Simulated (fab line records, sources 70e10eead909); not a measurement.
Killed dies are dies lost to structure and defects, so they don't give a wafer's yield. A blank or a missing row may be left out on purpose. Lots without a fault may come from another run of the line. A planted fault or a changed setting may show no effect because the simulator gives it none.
fab line records | flow nand_harc
record lots=24 wafers=72 last_day=25
route steps=1159 shown A_STAIRCASE@621
lots that met no fault: from a run of the same line without faults
start_h: hours from the record's first day to the start of the lot's first wafer shown | wait_h: hours since the lot's step before | " the same as in the row above | L1.1+2: a row that stands for several wafers | - no value, or no start given | * or withheld: withheld | < > ~ a bound
route shown NAME@n: a module of which the file shows steps, and the number in the route of the first | usual: mean/standard deviation of fault-free wafers | same: alike in all rows | chamber/n: place in a boat | sites: the reading at each site | _std_site: their standard deviation | _edge_site: outer sites' mean less inner sites' | radius_mm: how far each site lies from the wafer's centre | mask NAME#n: copy n | behind: the tool/chamber that last shaped the wafer | hold: why the lot was held/for how many hours/how that ended | device: the transistor (n, p or np) that didn't switch | end of line: the same wafers' tests at the end of the route | a step without rows: its recipe alone | killed: dies lost to structure and defects at the first sort, not the wafer's yield | map: a wafer's dies, x killed, . not, _ none there
set.NAME: the setting as run; set.NAME@STEP: as run at that earlier step | model.NAME: the simulator's own value behind a step, which no gauge read
steps of the route over a sample of lots; a table a step, a row a wafer
services: from which hour (start_h, from the record's first day; less than 0 if before it) a tool's chamber was out of use, for how many hours, and why
## steps
# step NHARC_A_STAIRCASE_ETCH_227
# recipe target_depth_a=1000 time_s=40.5 ion_energy_ev=400 c4f8_flow_sccm=20 o2_flow_sccm=10 ar_flow_sccm=withheld rf_w=600 bias_w=1000 chemistry=C4F8/O2
# usual oes_product_au=0.944/0.014 rf_fwd_power_W=592.9/2 rf_vpp_V=894/5.4
# same time_s=40.5
# columns lot.wafer tool chamber start_h wait_h oes_product_au rf_fwd_power_W rf_hours_counter_h rf_vpp_V
L074.3 rie_diel-07 1 - - 0.964 596.5 1 900
L074.2 " 2 " " 0.940 590.6 1 895
L074.4 " 0 " " 0.942 591.8 1 888
L075.4 rie_diel-01 1 - - 0.961 592.0 44 899
L075.3 " 2 " " 0.963 593.5 44 892
L075.1 " 3 " " 0.940 591.1 40 891
L077.1 rie_diel-11 1 - - 0.944 593.3 24 889
L077.3 " 2 " " 0.941 593.1 17 892
L077.5 " 0 " " 0.917 591.9 - 900
L079.1 rie_diel-01 0 - - 0.951 591.5 42 889
L079.5 " 0 " " 0.947 593.2 - 888
L079.4 " 3 " " 0.947 592.1 - 893
L076.3 rie_diel-07 2 - - 0.929 592.6 11 894
L076.1 " 0 " " 0.974 589.0 10 887
L076.6 " 2 " " 0.944 596.0 - 895
L078.2 rie_diel-01 2 - - 0.957 595.1 48 892
L078.5 " 0 " " 0.959 594.9 - 889
L078.6 " 1 " " 0.970 592.4 - 899
L080.2 rie_diel-07 1 - - 0.949 592.4 12 901
L080.5 " 0 " " 0.964 591.3 - 888
L080.6 " 3 " " 0.940 596.1 - 905
L082.2 rie_diel-11 2 - - 0.945 594.9 33 890
L082.1 " 3 " " 0.951 593.9 36 891
L082.6 " 1 " " 0.937 591.4 - 888
L081.2 rie_diel-11 3 - - 0.938 595.9 36 891
L081.5 " 2 " " 0.924 591.8 - 891
L081.6 " 3 " " 0.942 595.5 - 889
L084.1 rie_diel-01 2 - - 0.963 597.8 59 891
L084.5 " 1 " " 0.949 593.7 - 898
L084.6 " 2 " " 0.963 596.4 - 891
L083.3 rie_diel-11 2 - - 0.931 591.8 37 889
L083.4 " 1 " " 0.942 591.4 43 890
L083.5 " 2 " " 0.933 593.0 - 890
L085.3 rie_diel-11 1 - - 0.935 592.4 44 889
L085.2 " 2 " " 0.925 592.5 39 891
L085.4 " 3 " " 0.948 592.2 41 891
L086.4 rie_diel-11 2 - - 0.928 594.6 51 890
L086.3 " 0 " " 0.924 589.8 50 899
L086.6 " 2 " " 0.928 592.3 - 892
L087.2 rie_diel-07 3 - - 0.934 595.5 34 904
L087.3 " 0 " " 0.968 592.5 32 885
L087.4 " 2 " " 0.935 591.1 27 895
L089.4 rie_diel-11 2 - - 0.933 593.7 54 892
L089.3 " 3 " " 0.965 595.3 55 891
L089.5 " 1 " " 0.951 594.8 - 889
L088.2 rie_diel-07 2 - - 0.933 593.6 28 894
L088.6 " 2 " " 0.940 592.9 - 894
L088.5 " 3 " " 0.943 592.3 - 906
L090.3 rie_diel-01 2 - - 0.942 592.2 5 890
L090.4 " 3 " " 0.925 590.4 8 891
L090.1 " 0 " " 0.939 594.4 7 887
L092.1 rie_diel-07 1 - - 0.941 591.5 37 900
L092.2 " 2 " " 0.937 591.7 34 894
L092.5 " 1 " " 0.945 592.4 - 900
L091.4 rie_diel-11 2 - - 0.935 590.7 61 891
L091.2 " 0 " " 0.912 587.9 58 899
L091.3 " 1 " " 0.944 591.3 64 889
L093.2 rie_diel-11 2 - - 0.943 591.3 63 890
L093.4 " 3 " " 0.947 594.7 64 890
L093.5 " 2 " " 0.948 593.5 - 889
L094.1 rie_diel-07 2 - - 0.906 594.2 39 892
L094.3 " 0 " " 0.958 591.2 43 886
L094.5 " 2 " " 0.916 593.8 - 893
L095.4 rie_diel-07 1 - - 0.949 592.5 44 901
L095.2 " 2 " " 0.938 590.5 41 893
L095.6 " 0 " " 0.951 589.2 - 887
L096.3 rie_diel-01 3 - - 0.921 589.3 18 892
L096.1 " 0 " " 0.941 595.8 18 889
L096.5 " 2 " " 0.949 595.1 - 891
L097.4 rie_diel-07 0 - - 0.961 592.1 47 888
L097.3 " 1 " " 0.942 593.3 46 898
L097.2 " 2 " " 0.927 589.9 43 893
# step NHARC_A_STAIRCASE_TRIM_233
# recipe time_s=211.2 o2_flow_sccm=500 ar_flow_sccm=0 bias_w=0 chemistry=O2
# usual drypump_motor_current_A=5.6/0.62 oes_product_au=1.004/0.014 rf_vpp_V=57.7/0.87 showerhead_plenum_p_Torr=3.45/0.13 throttle_valve_pct=17.037/0.0094
# same time_s=211.2
# columns lot.wafer tool chamber start_h wait_h drypump_motor_current_A oes_product_au rf_hours_counter_h rf_vpp_V showerhead_plenum_p_Torr throttle_valve_pct
L074.2 rie_diel-01 3 - - 4.9 1.019 35 58.3 3.42 17.033
L074.3 " 1 " " 5.2 1.024 40 58.3 3.60 17.018
L074.4 " 2 " " 5.7 1.034 39 56.6 3.40 17.034
L075.4 rie_diel-01 1 - - 5.2 1.022 45 58.6 3.60 17.034
L075.3 " 2 " " 5.7 1.018 44 59.8 3.40 17.026
L075.1 " 3 " " 4.9 1.010 40 57.9 3.42 17.026
L077.3 rie_diel-11 0 - - 6.0 0.972 24 57.9 3.61 17.038
L077.1 " 3 " " 5.6 1.008 23 57.1 3.38 17.054
L077.5 " 0 " " 6.0 0.978 - 57.1 3.61 17.043
L079.1 rie_diel-01 2 - - 5.7 1.016 46 56.7 3.40 17.026
L079.5 " 0 " " 6.6 0.996 - 55.9 3.32 17.041
L079.4 " 2 " " 5.7 1.010 - 58.1 3.40 17.032
L076.3 rie_diel-07 3 - - 5.4 1.002 10 58.1 3.77 17.035
L076.1 " 0 " " 5.3 1.013 10 57.7 3.30 17.029
L076.6 " 3 " " 5.4 0.998 - 59.3 3.77 17.046
L078.2 rie_diel-01 0 - - 6.6 1.007 44 57.3 3.32 17.046
L078.5 " 2 " " 5.7 1.026 - 56.3 3.40 17.030
L078.6 " 3 " " 4.9 1.005 - 56.9 3.42 17.021
L080.2 rie_diel-01 3 - - 4.9 1.005 44 58.6 3.42 17.034
L080.5 " 1 " " 5.3 1.016 - 57.4 3.60 17.054
L080.6 " 2 " " 5.7 1.033 - 58.1 3.40 17.050
L082.2 rie_diel-11 3 - - 5.5 1.022 36 55.9 3.37 17.051
L082.1 " 1 " " 5.1 1.005 39 57.6 3.34 17.027
L082.6 " 3 " " 5.5 1.013 - 55.9 3.37 17.022
L081.2 rie_diel-07 1 - - 6.4 1.013 23 58.0 3.64 17.040
L081.5 " 3 " " 5.4 0.994 - 58.3 3.77 17.039
L081.6 " 0 " " 5.3 1.014 - 56.9 3.30 17.034
L084.1 rie_diel-07 2 - - 6.8 0.993 21 57.4 3.48 17.044
L084.5 " 0 " " 5.3 1.012 - 57.8 3.29 17.041
L084.6 " 1 " " 6.4 1.004 - 57.5 3.64 17.029
L083.4 rie_diel-01 2 - - 5.7 1.017 60 57.2 3.39 17.021
L083.3 " 3 " " 4.9 1.011 54 56.5 3.41 17.034
L083.5 " 2 " " 5.7 1.019 - 58.7 3.39 17.036
L085.2 rie_diel-01 0 - - 6.6 1.012 55 58.4 3.31 17.028
L085.4 " 1 " " 5.2 1.017 60 58.8 3.59 17.043
L085.3 " 3 " " 4.9 1.007 55 58.7 3.41 17.053
L086.3 rie_diel-11 1 - - 5.0 1.002 55 58.2 3.33 17.042
L086.4 " 2 " " 5.1 0.994 52 58.3 3.38 17.053
L086.6 " 0 " " 6.0 0.977 - 57.8 3.59 17.022
L087.3 rie_diel-11 0 - - 6.0 0.972 51 58.2 3.59 17.020
L087.2 " 2 " " 5.1 0.992 52 57.2 3.38 17.048
L087.4 " 3 " " 5.5 1.017 54 59.4 3.36 17.019
L089.3 rie_diel-11 0 - - 6.1 0.973 52 58.7 3.59 17.034
L089.4 " 3 " " 5.5 1.023 55 57.8 3.36 17.034
L089.5 " 0 " " 6.1 0.979 - 58.7 3.59 17.035
L088.2 rie_diel-11 2 - - 5.1 0.998 54 56.9 3.38 17.047
L088.5 " 1 " " 5.1 1.009 - 57.2 3.33 17.039
L088.6 " 2 " " 5.1 0.993 - 57.4 3.38 17.019
L090.4 rie_diel-01 0 - - 6.6 0.999 8 57.5 3.31 17.014
L090.1 " 2 " " 5.7 1.014 6 57.5 3.39 17.033
L090.3 " 3 " " 4.9 0.986 8 58.9 3.41 17.050
L092.1 rie_diel-01 1 - - 5.2 1.017 11 57.9 3.59 17.030
L092.2 " 2 " " 5.7 1.022 9 57.5 3.39 17.023
L092.5 " 2 " " 5.7 1.024 - 57.4 3.39 17.034
L091.3 rie_diel-07 1 - - 6.4 1.003 38 57.6 3.63 17.041
L091.2 " 2 " " 6.7 0.984 35 57.9 3.47 17.037
L091.4 " 0 " " 5.3 1.017 40 57.7 3.29 17.043
L093.4 rie_diel-11 1 - - 5.1 1.008 66 58.0 3.33 17.041
L093.2 " 3 " " 5.5 1.002 64 57.9 3.35 17.049
L093.5 " 0 " " 6.0 0.970 - 57.1 3.59 17.022
L094.1 rie_diel-01 0 - - 6.6 0.997 15 59.6 3.31 17.040
L094.3 " 1 " " 5.3 1.007 16 57.7 3.58 17.021
L094.5 " 0 " " 6.6 1.009 - 56.8 3.31 17.034
L095.4 rie_diel-01 3 - - 4.9 0.988 18 58.1 3.40 17.037
L095.2 " 0 " " 6.6 1.009 18 55.5 3.30 17.053
L095.6 " 3 " " 4.9 0.996 - 57.4 3.40 17.034
L096.1 rie_diel-07 3 - - 5.4 0.983 49 57.1 3.75 17.044
L096.3 " 0 " " 5.3 1.017 46 56.9 3.28 17.029
L096.5 " 2 " " 6.8 0.985 - 56.7 3.47 17.037
L097.4 rie_diel-01 3 - - 4.9 1.002 20 57.2 3.40 17.048
L097.2 " 0 " " 6.6 1.024 20 57.5 3.30 17.051
L097.3 " 1 " " 5.2 1.016 20 57.1 3.58 17.034
# step NHARC_A_STAIRCASE_ETCH_236
# recipe target_depth_a=1000 time_s=40.5 ion_energy_ev=400 c4f8_flow_sccm=20 o2_flow_sccm=10 ar_flow_sccm=withheld rf_w=600 bias_w=1000 chemistry=C4F8/O2
# usual oes_product_au=0.946/0.014 rf_fwd_power_W=592.8/2.5 rf_vpp_V=893/4.7
# same time_s=40.5
# columns lot.wafer tool chamber start_h wait_h oes_product_au rf_fwd_power_W rf_hours_counter_h rf_vpp_V
L074.4 rie_diel-01 1 - - 0.949 592.7 40 897
L074.3 " 2 " " 0.949 594.1 40 891
L074.2 " 0 " " 0.939 595.0 36 889
L075.4 rie_diel-01 2 - - 0.964 596.3 44 892
L075.3 " 3 " " 0.953 590.0 40 892
L075.1 " 1 " " 0.946 589.9 45 898
L077.3 rie_diel-11 1 - - 0.940 591.5 25 888
L077.1 " 2 " " 0.965 596.5 18 892
L077.5 " 1 " " 0.957 591.0 - 887
L076.1 rie_diel-07 2 - - 0.936 591.7 11 893
L076.3 " 3 " " 0.944 595.1 11 904
L076.6 " 2 " " 0.935 595.3 - 894
L079.1 rie_diel-01 0 - - 0.954 594.3 43 888
L079.5 " 2 " " 0.961 597.0 - 890
L079.4 " 3 " " 0.946 586.6 - 891
L078.2 rie_diel-01 3 - - 0.928 588.7 44 892
L078.5 " 2 " " 0.950 591.8 - 892
L078.6 " 3 " " 0.934 588.4 - 892
L080.2 rie_diel-01 1 - - 0.958 592.1 47 898
L080.6 " 0 " " 0.952 596.7 - 889
L080.5 " 1 " " 0.956 591.0 - 898
L082.1 rie_diel-11 2 - - 0.943 591.8 34 891
L082.2 " 3 " " 0.956 594.2 37 890
L082.6 " 1 " " 0.956 593.6 - 890
L081.2 rie_diel-07 1 - - 0.943 593.3 23 899
L081.6 " 0 " " 0.945 587.4 - 889
L081.5 " 1 " " 0.944 598.0 - 902
L084.1 rie_diel-07 0 - - 0.967 590.8 26 886
L084.5 " 1 " " 0.949 593.2 - 899
L084.6 " 2 " " 0.955 588.9 - 894
L083.4 rie_diel-01 3 - - 0.943 588.2 55 891
L083.3 " 1 " " 0.978 592.6 59 898
L083.5 " 3 " " 0.951 587.6 - 891
L085.3 rie_diel-01 2 - - 0.939 593.5 61 893
L085.2 " 3 " " 0.947 590.5 56 892
L085.4 " 3 " " 0.943 589.7 - 891
L086.4 rie_diel-11 0 - - 0.929 592.8 51 900
L086.3 " 1 " " 0.944 591.8 55 889
L086.6 " 0 " " 0.919 594.4 - 900
L087.3 rie_diel-11 2 - - 0.943 592.3 53 891
L087.2 " 3 " " 0.948 594.9 54 889
L087.4 " 0 " " 0.932 589.1 51 899
L089.4 rie_diel-11 3 - - 0.945 594.2 55 891
L089.3 " 2 " " 0.930 595.5 54 891
L089.5 " 3 " " 0.948 594.9 - 891
L088.2 rie_diel-11 0 - - 0.925 591.6 53 897
L088.6 " 0 " " 0.923 591.8 - 898
L088.5 " 1 " " 0.947 594.1 - 887
L090.3 rie_diel-01 2 - - 0.941 596.6 6 890
L090.4 " 3 " " 0.929 589.1 8 891
L090.1 " 1 " " 0.933 593.4 8 897
L092.2 rie_diel-01 0 - - 0.942 594.6 12 888
L092.1 " 1 " " 0.945 594.9 11 898
L092.5 " 2 " " 0.959 593.7 - 890
L091.2 rie_diel-07 2 - - 0.929 593.0 35 894
L091.3 " 3 " " 0.956 595.1 43 905
L091.4 " 0 " " 0.983 593.1 40 888
L093.2 rie_diel-11 3 - - 0.950 595.3 64 889
L093.4 " 0 " " 0.902 591.8 62 898
L093.5 " 3 " " 0.955 594.8 - 890
L094.1 rie_diel-01 1 - - 0.939 592.0 16 897
L094.3 " 3 " " 0.947 589.1 16 891
L094.5 " 1 " " 0.940 593.2 - 897
L095.4 rie_diel-01 1 - - 0.948 591.3 19 898
L095.2 " 0 " " 0.955 595.7 19 887
L095.6 " 2 " " 0.951 595.1 - 890
L096.1 rie_diel-07 1 - - 0.949 593.5 45 899
L096.3 " 3 " " 0.921 596.1 49 902
L096.5 " 1 " " 0.961 593.7 - 899
L097.4 rie_diel-01 3 - - 0.925 591.2 21 891
L097.3 " 0 " " 0.946 592.1 21 887
L097.2 " 2 " " 0.943 596.3 18 891
# step NHARC_A_STAIRCASE_DESCUM_291
# recipe time_s=3 o2_flow_sccm=200 ar_flow_sccm=0 bias_power_w=0 chemistry=O2
# usual drypump_motor_current_A=5.6/0.6 oes_product_au=1.002/0.012 rf_vpp_V=57.7/0.89 showerhead_plenum_p_Torr=1.88/0.085 throttle_valve_pct=11.311/0.009
# same time_s=3
# columns lot.wafer tool chamber start_h wait_h drypump_motor_current_A oes_product_au rf_hours_counter_h rf_vpp_V showerhead_plenum_p_Torr throttle_valve_pct
L074.4 rie_diel-07 0 248.72 - 5.3 1.008 4 56.0 1.78 11.317
L074.3 " 2 " " 6.7 0.980 4 57.9 1.89 11.305
L074.2 " 3 " " 5.4 0.997 4 56.8 2.06 11.311
L075.1 rie_diel-07 3 265.64 - 5.4 1.000 11 59.2 2.06 11.307
L075.4 " 1 " " 6.3 1.016 11 58.5 1.98 11.317
L075.3 " 2 " " 6.8 0.998 12 58.2 1.89 11.307
L077.1 rie_diel-11 1 266.82 - 5.1 1.002 27 58.3 1.81 11.288
L077.3 " 2 " " 5.1 1.004 21 57.1 1.84 11.311
L077.5 " 2 " " 5.1 1.020 - 55.9 1.84 11.306
L076.3 rie_diel-07 1 270.90 - 6.3 1.001 12 58.0 1.98 11.310
L076.1 " 3 " " 5.4 0.999 12 58.8 2.06 11.303
L076.6 " 1 " " 6.3 0.997 - 57.6 1.98 11.320
L079.4 rie_diel-11 2 272.90 - 5.1 1.006 23 58.6 1.84 11.317
L079.1 " 3 " " 5.5 1.001 27 58.8 1.82 11.334
L079.5 " 1 " " 5.1 1.005 - 57.6 1.81 11.315
L078.2 rie_diel-11 2 275.22 - 5.1 1.006 23 57.0 1.84 11.315
L078.6 " 0 " " 6.0 0.981 - 56.8 1.96 11.305
L078.5 " 1 " " 5.1 1.006 - 57.3 1.81 11.322
L080.2 rie_diel-01 2 277.97 - 5.7 1.011 51 56.3 1.84 11.308
L080.6 " 2 " " 5.7 1.026 - 56.7 1.84 11.315
L080.5 " 3 " " 4.8 0.999 - 58.0 1.85 11.312
L082.2 rie_diel-01 0 301.22 - 6.6 1.006 52 58.0 1.79 11.320
L082.1 " 1 " " 5.3 1.020 56 59.0 1.95 11.320
L082.6 " 3 " " 4.9 1.009 - 57.6 1.85 11.315
L081.2 rie_diel-11 1 302.44 - 5.1 0.995 41 56.8 1.80 11.299
L081.5 " 0 " " 6.0 0.973 - 58.0 1.96 11.316
L081.6 " 1 " " 5.1 0.985 - 56.8 1.80 11.315
L084.1 rie_diel-01 3 313.79 - 4.9 1.005 56 56.9 1.84 11.306
L084.6 " 0 " " 6.6 1.000 - 57.8 1.79 11.301
L084.5 " 2 " " 5.7 1.020 - 57.0 1.83 11.306
L083.4 rie_diel-07 2 314.31 - 6.7 0.995 21 58.2 1.88 11.308
L083.3 " 0 " " 5.3 1.008 26 56.3 1.78 11.294
L083.5 " 1 " " 6.4 1.012 - 58.8 1.98 11.328
L085.3 rie_diel-11 1 318.74 - 5.1 1.005 46 59.1 1.80 11.322
L085.2 " 2 " " 5.1 0.994 42 56.8 1.83 11.322
L085.4 " 0 " " 6.0 0.990 44 57.5 1.95 11.300
L086.3 rie_diel-07 3 341.95 - 5.4 0.998 35 58.8 2.05 11.293
L086.4 " 1 " " 6.4 0.995 31 57.5 1.97 11.309
L086.6 " 3 " " 5.4 0.995 - 59.0 2.05 11.301
L087.2 rie_diel-01 1 343.03 - 5.2 1.007 5 57.8 1.95 11.318
L087.4 " 3 " " 4.8 0.992 5 59.8 1.84 11.306
L087.3 " 0 " " 6.6 1.006 5 58.3 1.79 11.305
L089.3 rie_diel-01 2 347.12 - 5.7 1.008 4 58.4 1.83 11.301
L089.4 " 3 " " 4.9 0.998 6 58.2 1.84 11.320
L089.5 " 3 " " 4.9 0.991 - 58.3 1.84 11.325
L088.2 rie_diel-07 3 348.49 - 5.4 0.990 38 58.7 2.05 11.303
L088.6 " 1 " " 6.3 1.002 - 58.2 1.97 11.320
L088.5 " 2 " " 6.7 0.982 - 57.6 1.88 11.313
L090.1 rie_diel-01 3 360.68 - 4.8 0.993 14 58.0 1.84 11.317
L090.3 " 0 " " 6.6 1.000 14 58.5 1.78 11.296
L090.4 " 1 " " 5.2 1.010 13 57.5 1.95 11.309
L092.2 rie_diel-07 1 367.26 - 6.4 0.994 43 57.9 1.97 11.313
L092.1 " 0 " " 5.3 1.015 44 56.9 1.77 11.314
L092.5 " 2 " " 6.7 0.974 - 57.9 1.88 11.318
L091.2 rie_diel-01 2 367.51 - 5.7 1.015 14 58.1 1.83 11.297
L091.4 " 0 " " 6.6 1.012 16 57.2 1.78 11.318
L091.3 " 1 " " 5.2 1.012 17 58.2 1.94 11.315
L093.2 rie_diel-01 0 371.03 - 6.6 1.008 18 57.3 1.78 11.306
L093.4 " 3 " " 4.8 0.978 19 56.4 1.84 11.310
L093.5 " 1 " " 5.2 0.990 - 59.0 1.94 11.330
L094.1 rie_diel-01 2 375.10 - 5.7 1.021 17 58.1 1.83 11.314
L094.3 " 0 " " 6.6 1.013 20 55.3 1.78 11.315
L094.5 " 3 " " 4.9 0.994 - 58.7 1.84 11.314
L095.2 rie_diel-11 1 378.97 - 5.1 0.987 0 58.4 1.79 11.316
L095.4 " 2 " " 5.1 0.995 0 58.6 1.82 11.315
L095.6 " 3 " " 5.4 1.012 - 57.9 1.81 11.322
L096.3 rie_diel-07 0 379.22 - 5.3 1.019 48 58.1 1.77 11.311
L096.1 " 1 " " 6.4 1.003 47 57.4 1.97 11.314
L096.5 " 0 " " 5.3 1.016 - 57.5 1.77 11.292
L097.2 rie_diel-07 3 384.75 - 5.4 0.993 54 58.2 2.04 11.316
L097.3 " 1 " " 6.3 1.008 50 58.9 1.97 11.319
L097.4 " 2 " " 6.8 0.990 47 57.3 1.88 11.304
# step NHARC_A_STAIRCASE_ETCH_294
# recipe target_depth_a=49920 time_s=1212.4 ion_energy_ev=800 c4f8_flow_sccm=80 o2_flow_sccm=60 ar_flow_sccm=withheld rf_w=600 bias_w=3000 chemistry=C4F8/O2/Ar
# usual oes_product_au=0.940/0.019 rf_fwd_power_W=599.6/1.8 rf_vpp_V=1822/11
# same time_s=1212.4
# columns lot.wafer tool chamber start_h wait_h oes_product_au rf_fwd_power_W rf_hours_counter_h rf_vpp_V
L074.3 rie_diel-07 1 - - 0.962 597.2 4 1836
L074.2 " 2 " " 0.937 596.7 4 1826
L074.4 " 3 " " 0.941 599.2 4 1846
L075.3 rie_diel-07 0 - - 0.942 594.8 11 1811
L075.4 " 1 " " 0.937 600.6 12 1835
L075.1 " 2 " " 0.918 601.2 12 1823
L077.3 rie_diel-11 2 - - 0.939 600.6 21 1818
L077.1 " 0 " " 0.918 600.3 27 1834
L077.5 " 2 " " 0.948 598.0 - 1816
L076.3 rie_diel-07 1 - - 0.940 600.2 13 1836
L076.1 " 3 " " 0.934 601.3 13 1845
L076.6 " 0 " " 0.943 597.8 - 1809
L079.4 rie_diel-11 0 - - 0.901 597.8 28 1833
L079.1 " 1 " " 0.927 602.7 29 1813
L079.5 " 1 " " 0.929 600.9 - 1813
L078.2 rie_diel-11 2 - - 0.950 600.7 24 1818
L078.5 " 3 " " 0.952 598.3 - 1815
L078.6 " 0 " " 0.905 598.9 - 1832
L080.2 rie_diel-01 1 - - 0.954 597.8 50 1832
L080.6 " 0 " " 0.955 601.2 - 1812
L080.5 " 1 " " 0.949 600.5 - 1832
L082.2 rie_diel-01 3 - - 0.953 598.6 53 1817
L082.1 " 0 " " 0.939 599.0 52 1810
L082.6 " 1 " " 0.972 598.9 - 1831
L081.2 rie_diel-11 3 - - 0.944 601.6 38 1813
L081.5 " 2 " " 0.922 597.8 - 1818
L081.6 " 3 " " 0.940 601.1 - 1814
L083.3 rie_diel-07 1 - - 0.940 600.4 26 1835
L083.4 " 2 " " 0.922 600.3 21 1824
L083.5 " 3 " " 0.926 599.0 - 1843
L084.1 rie_diel-11 1 315.08 - 1.001 601.1 45 1811
L084.6 " 3 " " 1.019 598.9 - 1813
L084.5 " 0 " " 0.987 598.7 - 1832
L085.4 rie_diel-11 1 - - 0.939 596.5 48 1811
L085.3 " 3 " " 0.936 599.9 47 1815
L085.2 " 0 " " 0.921 600.1 45 1832
L086.3 rie_diel-07 2 - - 0.912 600.3 28 1822
L086.4 " 1 " " 0.929 596.3 32 1835
L086.6 " 2 " " 0.923 600.8 - 1822
L087.3 rie_diel-01 2 - - 0.946 600.6 3 1818
L087.2 " 3 " " 0.944 597.6 5 1818
L087.4 " 0 " " 0.953 601.1 5 1810
L089.3 rie_diel-01 2 - - 0.937 601.8 4 1816
L089.4 " 3 " " 0.921 597.3 7 1818
L089.5 " 3 " " 0.923 596.9 - 1818
L088.2 rie_diel-07 2 - - 0.915 596.8 31 1821
L088.6 " 3 " " 0.932 598.9 - 1843
L088.5 " 0 " " 0.951 597.9 - 1809
L090.4 rie_diel-01 2 - - 0.955 601.3 11 1818
L090.3 " 3 " " 0.931 599.6 14 1816
L090.1 " 0 " " 0.954 600.8 14 1810
L092.2 rie_diel-07 1 - - 0.930 596.9 43 1834
L092.1 " 3 " " 0.923 600.1 47 1844
L092.5 " 1 " " 0.921 598.6 - 1833
L091.2 rie_diel-01 3 - - 0.931 599.9 17 1817
L091.3 " 1 " " 0.943 598.4 17 1832
L091.4 " 2 " " 0.967 598.5 15 1815
L093.4 rie_diel-01 3 - - 0.943 600.3 19 1818
L093.2 " 2 " " 0.953 602.5 17 1817
L093.5 " 3 " " 0.940 597.0 - 1817
L094.3 rie_diel-01 1 - - 0.932 600.0 20 1832
L094.1 " 2 " " 0.938 600.7 18 1815
L094.5 " 1 " " 0.927 598.7 - 1830
L095.2 rie_diel-11 0 - - 0.928 600.7 0 1831
L095.4 " 1 " " 0.932 601.6 0 1812
L095.6 " 0 " " 0.928 599.7 - 1832
L096.1 rie_diel-07 3 - - 0.923 597.1 52 1844
L096.3 " 0 " " 0.942 600.5 49 1808
L096.5 " 2 " " 0.915 600.7 - 1823
L097.3 rie_diel-07 3 - - 0.921 599.8 54 1843
L097.4 " 1 " " 0.940 597.3 50 1833
L097.2 " 2 " " 0.929 601.2 47 1822
# step NHARC_A_STAIRCASE_DEP_301
# recipe target_thk_a=300 target_thk_nm=30 temp_c=400 pressure_torr=3.5 flow_sccm=200 rf_w=350 material=SiON
# usual heater_power_w=716/91 rf_fwd_power_W=348.8/1.1
# columns lot.wafer tool chamber start_h wait_h heater_power_w rf_fwd_power_W
L074.2 pecvd-01 1 254.14 1.3 631 348.8
L074.3 " 2 " " 722 347.5
L074.4 " 1 " " 613 348.3
L075.3 pecvd-01 0 272.30 0.9 702 350.1
L075.1 " 2 " " 760 348.3
L075.4 " 1 " " 628 348.5
L077.1 pecvd-03 0 273.68 1.6 794 350.9
L077.3 " 1 " " 935 348.4
L077.5 " 0 " " 799 350.3
L076.3 pecvd-01 2 276.09 1.0 687 347.9
L076.1 " 0 " " 614 349.8
L076.6 " 2 " " 686 349.8
L079.1 pecvd-03 0 279.25 1.6 666 348.2
L079.4 " 0 " " 695 347.3
L079.5 " 1 " " 922 350.2
L078.2 pecvd-03 0 282.01 1.3 776 347.1
L078.5 " 1 " " 867 348.1
L078.6 " 2 " " 679 348.9
L080.2 pecvd-03 2 283.83 1.3 609 348.0
L080.5 " 1 " " 863 348.5
L080.6 " 2 " " 622 348.0
L082.1 pecvd-03 0 308.96 1.5 730 348.9
L082.2 " 2 " " 590 349.2
L082.6 " 2 " " 593 349.9
L081.2 pecvd-04 1 309.18 1.3 942 349.2
L081.6 " 2 " " 672 349.0
L081.5 " 1 " " 901 348.6
L083.3 pecvd-03 0 319.31 1.0 737 348.4
L083.4 " 2 " " 641 347.8
L083.5 " 0 " " 733 348.7
L084.1 pecvd-01 1 319.48 1.6 668 348.7
L084.6 " 2 " " 678 350.0
L084.5 " 1 " " 666 350.0
L085.3 pecvd-03 0 324.56 0.9 661 350.9
L085.2 " 2 " " 639 348.1
L085.4 " 1 " " 821 350.6
L086.3 pecvd-03 2 346.52 1.3 665 348.8
L086.6 " 0 " " 616 349.7
L086.4 " 1 " " 842 348.1
L087.3 pecvd-01 1 348.06 1.0 654 346.6
L087.2 " 2 " " 642 348.1
L087.4 " 0 " " 621 348.1
L089.3 pecvd-04 2 353.93 1.0 615 347.1
L089.4 " 1 " " 954 350.6
L089.5 " 1 " " 972 349.4
L088.2 pecvd-03 1 354.23 1.3 769 349.2
L088.6 " 1 " " 780 349.6
L088.5 " 2 " " 648 347.1
L090.1 pecvd-04 2 368.36 1.5 639 348.6
L090.3 " 1 " " 932 348.5
L090.4 " 0 " " 834 346.8
L092.2 pecvd-03 2 373.23 1.2 714 349.0
L092.1 " 0 " " 709 349.1
L092.5 " 0 " " 738 350.0
L091.2 pecvd-01 2 374.74 1.3 683 347.9
L091.3 " 0 " " 640 350.1
L091.4 " 0 " " 640 347.7
L093.2 pecvd-01 1 377.86 1.3 694 345.7
L093.5 " 2 " " 733 347.9
L093.4 " 0 " " 723 348.1
L094.1 pecvd-03 2 381.90 1.6 714 351.0
L094.3 " 1 " " 791 349.7
L094.5 " 2 " " 704 349.7
L095.2 pecvd-01 1 385.61 1.3 653 348.1
L095.4 " 1 " " 645 350.5
L095.6 " 2 " " 727 348.5
L096.3 pecvd-01 2 386.55 1.5 695 349.7
L096.1 " 0 " " 662 348.9
L096.5 " 1 " " 696 346.6
L097.2 pecvd-01 2 388.92 1.3 702 349.5
L097.3 " 0 " " 659 349.0
L097.4 " 1 " " 677 347.7
## services
# columns tool chamber start_h hours kind
rie_diel-01 0 220.75 - clean
rie_diel-01 1 220.75 - clean
rie_diel-01 2 220.75 - clean
rie_diel-01 3 220.75 - clean
rie_diel-11 2 228.09 10.0 repair
rie_diel-07 - 228.46 9.0 pm
rie_diel-01 - 228.51 2.2 repair
pecvd-01 - 237.13 13.0 pm
rie_diel-01 0 245.25 - clean
rie_diel-01 1 245.25 - clean
rie_diel-01 2 245.25 - clean
rie_diel-01 3 245.25 - clean
rie_diel-01 1 261.53 5.9 repair
rie_diel-07 2 267.40 10.3 repair
pecvd-03 1 293.23 28.1 repair
pecvd-03 - 294.11 13.0 pm
rie_diel-01 - 314.91 9.0 pm
rie_diel-01 2 331.12 8.1 repair
rie_diel-07 - 335.76 2.1 repair
pecvd-04 2 343.94 6.3 repair
pecvd-04 0 347.41 11.8 repair
pecvd-04 - 369.54 2.7 repair
rie_diel-11 - 369.76 9.0 pm
pecvd-04 - 376.11 13.0 pm
## key
fault none
